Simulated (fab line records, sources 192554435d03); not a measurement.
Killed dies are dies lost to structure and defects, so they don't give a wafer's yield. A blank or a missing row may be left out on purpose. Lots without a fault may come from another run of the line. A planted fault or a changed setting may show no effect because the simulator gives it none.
Problem report in the 8D (eight disciplines) form, filled by code | flow n5_finfet | the parts of the form that need people (team, actions taken, sign-off) are left out

1. THE PROBLEM
killed_at_M0_to_M3 at N5_PASSIVATION_PROBE_49 reads a mean of 1114 on 6 wafers of 2 lots; wafers without a fault read 32 with a standard deviation of 9.7. That is +99 or more standard deviations from the usual mean.
First seen on wafer L450.2, day 17 19:14, on prober-01. The record holds 6 wafers of 2 lots with a number at this step. Rule for "out", or "out of limits": more than 4 standard deviations from the usual mean. The other wafers with a number count as sound.

2. WHAT IT IS AND WHAT IT IS NOT
question                    | is                                                                                                                     | is not
which readings at this step | killed_at_M0_to_M3, defect_limited_yield, killed_dies, killed_on_rim, sort_bin_5_function, sort_n_pass, sort_yield_pct | killed_at_M4_up, killed_at_contacts, killed_at_front_end, killed_open, killed_short, sort_bin_6_memory
which lots                  | L450, L451                                                                                                             | -
which wafers of those lots  | all that have a number                                                                                                 | -
read on which tools         | prober-01                                                                                                              | -
when                        | from day 17 19:14                                                                                                      | up to then (0 sound wafers)

3. SUSPECTS, AND WHAT RULES EACH OUT
Counting: a tool at a process step up to the reading stays a suspect if it ran every lot that is out and no sound lot after the first of them.
- wet_bench-04 at N5_BEOL_M0_WET_ETCH_106 (etches SiO2 in DHF, target depth 130 nm, rinse time 30 s): kept. It ran every lot that is out, first L450 (day 9 22:20), and no sound lot after that.
- prober-01 at N5_PASSIVATION_PROBE_49: kept. It ran every lot that is out, first L450 (day 17 19:14), and no sound lot after that. Its own readings are out on those wafers: defect_limited_yield, killed_at_M0_to_M3, killed_dies, killed_on_rim, sort_bin_5_function, sort_n_pass, sort_yield_pct.
Left after counting: wet_bench-04 at N5_BEOL_M0_WET_ETCH_106, prober-01 at N5_PASSIVATION_PROBE_49.

4. THE CAUSE (what the simulator had put in)
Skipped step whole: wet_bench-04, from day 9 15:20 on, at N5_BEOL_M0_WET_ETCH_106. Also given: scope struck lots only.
Counting left 2 suspects, and this tool is among them.

5. THE CHAIN OF EFFECTS, in route order
Each row: a reading whose mean over the struck wafers that have a number lies more than 3 standard deviations from the usual. Only readings for which the record gives a usual standard deviation are gone through. hours: the time from each lot's start at the first step in this table that gives one to its start at this step, as a median over the lots. sigmas: the change in usual standard deviations.
hours | step                    | reading              | usual  | on struck wafers | change | sigmas
0     | N5_PASSIVATION_PROBE_49 | defect_limited_yield | 91.6 % | 0.0              | -91.6  | -57
0     | N5_PASSIVATION_PROBE_49 | killed_at_M0_to_M3   | 32     | 1114             | +1082  | +99 or more
0     | N5_PASSIVATION_PROBE_49 | killed_dies          | 99     | 1180             | +1081  | +60
0     | N5_PASSIVATION_PROBE_49 | killed_on_rim        | 13     | 152              | +139   | +36
0     | N5_PASSIVATION_PROBE_49 | sort_bin_5_function  | 4.9 %  | 96.4             | +91.5  | +91
0     | N5_PASSIVATION_PROBE_49 | sort_n_pass          | 1081   | 0                | -1081  | -60
0     | N5_PASSIVATION_PROBE_49 | sort_yield_pct       | 91.6 % | 0.0              | -91.6  | -57
The process steps in it:
- N5_PASSIVATION_PROBE_49
Readings that are blank on the struck wafers while sound wafers have them: bath_heat_duty_pct at N5_BEOL_M0_WET_ETCH_106; rinse_temp_c at N5_BEOL_M0_WET_ETCH_106.

6. WHAT WOULD HAVE CAUGHT IT SOONER
In this record the first reading out of limits was taken at day 17 19:14, 196 hours after the fault began at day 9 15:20.
At N5_BEOL_M0_WET_ETCH_106 the tool's readings are blank on the struck wafers, where sound wafers have them: an empty tool record is the first sign, and it was there at once.
All the lots that are out (2) had begun N5_BEOL_M0_WET_ETCH_106 on wet_bench-04 by day 17 19:14. A hold on the tool at that time would have spared none of them.
